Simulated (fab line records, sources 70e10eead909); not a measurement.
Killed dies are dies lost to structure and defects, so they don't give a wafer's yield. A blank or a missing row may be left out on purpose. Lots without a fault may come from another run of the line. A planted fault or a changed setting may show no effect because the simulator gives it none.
Chamber matching | flow nand_harc | NHARC_A_BLC_STRIP_21 on rie_diel-13: 4 sister chambers
The step strips in O2. 4 wafers are shown with their chamber, then 9 later ones without.

WAFERS WITH THEIR CHAMBER
wafer  | chamber | showerhead_plenum_p_Torr (Torr)
L085.6 | 3       | 3.48
L088.3 | 1       | 3.46
L088.4 | 2       | 3.34
L088.5 | 0       | 3.38

WAFERS WITHOUT THEIR CHAMBER
wafer  | showerhead_plenum_p_Torr (Torr)
L093.4 | 3.38
L093.5 | 3.46
L093.6 | 3.38
L094.1 | 3.48
L094.2 | 3.34
L094.3 | 3.37
L095.1 | 3.46
L095.4 | 3.34
L095.6 | 3.48

WHICH CHAMBER EACH WENT THROUGH
wafer  | from the rows above | in truth
L093.4 | 0                   | 0
L093.5 | 1                   | 1
L093.6 | 0                   | 0
L094.1 | 3                   | 3
L094.2 | 2                   | 2
L094.3 | 0                   | 0
L095.1 | 1                   | 1
L095.4 | 2                   | 2
L095.6 | 3                   | 3
Placed correctly: 9 of 9. Can't be placed from these rows: 0. Placed wrongly: 0.
How it was worked out, from the rows above alone: a wafer's distance from a chamber is the root of the sum, over the readings, of the square of ((its reading less the chamber's mean) divided by the reading's scatter). The wafer belongs to the nearest chamber; if the next one is less than 2 further off, it can't be placed. A chamber's mean is the mean of its shown wafers. The scatter: with one shown wafer a chamber, the root of the mean of the squares of how far each hidden wafer lies from its nearest shown one.
